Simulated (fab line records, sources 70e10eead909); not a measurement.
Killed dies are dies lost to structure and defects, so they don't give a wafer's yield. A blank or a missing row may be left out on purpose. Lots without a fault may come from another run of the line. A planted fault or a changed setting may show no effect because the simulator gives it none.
Chamber matching | flow nand_harc | NHARC_A_CONTACT_DESCUM_47 on rie_diel-13: 4 sister chambers
The step chemistry O2, time 3 s. 4 wafers are shown with their chamber, then 7 later ones without.

WAFERS WITH THEIR CHAMBER
wafer  | chamber | showerhead_plenum_p_Torr (Torr)
L083.1 | 3       | 1.86
L083.2 | 2       | 2.06
L083.3 | 0       | 1.89
L088.5 | 1       | 1.80

WAFERS WITHOUT THEIR CHAMBER
wafer  | showerhead_plenum_p_Torr (Torr)
L088.6 | 1.89
L086.1 | 2.06
L086.2 | 1.89
L086.3 | 1.86
L096.2 | 2.05
L096.3 | 1.79
L096.4 | 1.88

WHICH CHAMBER EACH WENT THROUGH
wafer  | from the rows above     | in truth
L088.6 | 0                       | 0
L086.1 | 2                       | 2
L086.2 | 0                       | 0
L086.3 | 3                       | 3
L096.2 | 2                       | 2
L096.3 | 1                       | 1
L096.4 | can't be placed: 0 or 3 | 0
Placed correctly: 6 of 7. Can't be placed from these rows: 1 (the true chamber is among the candidates in 1). Placed wrongly: 0.
How it was worked out, from the rows above alone: a wafer's distance from a chamber is the root of the sum, over the readings, of the square of ((its reading less the chamber's mean) divided by the reading's scatter). The wafer belongs to the nearest chamber; if the next one is less than 2 further off, it can't be placed. A chamber's mean is the mean of its shown wafers. The scatter: with one shown wafer a chamber, the root of the mean of the squares of how far each hidden wafer lies from its nearest shown one.
